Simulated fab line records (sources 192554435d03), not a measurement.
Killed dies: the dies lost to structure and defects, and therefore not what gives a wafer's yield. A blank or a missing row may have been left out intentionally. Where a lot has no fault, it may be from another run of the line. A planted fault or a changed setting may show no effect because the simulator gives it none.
Matching of chambers ; flow n5Finfet ; N5_MOL_CONTACT_COAG_ETCH_66 on rieDiel-06: 4 sister chambers
The step etches SiARC in CF4, target depth 13 nm, time 21.7 s. 4 wafers are shown with their chamber, then 8 later ones without.

## WAFERS PAIRED WITH THEIR CHAMBERS
wafer;chamber;showerheadPlenumPTorr (Torr)
L082.2;1;2.21
L084.4;3;2.17
L084.6;2;2.16
L085.2;0;2.13

## WAFERS MISSING THEIR CHAMBER
wafer;showerheadPlenumPTorr (Torr)
L085.4;2.16
L085.5;2.13
L086.2;2.17
L086.3;2.21
L086.5;2.17
L094.1;2.20
L094.2;2.15
L094.3;2.12

## WHICH CHAMBER EACH WENT THROUGH
wafer;from the rows above;in truth
L085.4;can't be placed: 2 or 3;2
L085.5;0;0
L086.2;can't be placed: 3 or 2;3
L086.3;1;1
L086.5;can't be placed: 3 or 2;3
L094.1;1;1
L094.2;can't be placed: 2 or 0 or 3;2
L094.3;0;0
Correctly placed: 4 of 8. Not placeable from these rows: 4 (in 4, the candidates include the true chamber). Placed wrongly: 0.
How it was worked out, from the rows above alone: a wafer's distance from a chamber is the root of the sum, over the readings, of the square of ((its reading less the chamber's mean) divided by the reading's scatter). The wafer belongs to the nearest chamber; if the next one is less than 2 further off, it can't be placed. A chamber's mean is the mean of its shown wafers. The scatter: root of mean squared gap, hidden wafer to nearest shown wafer, with one shown wafer a chamber.
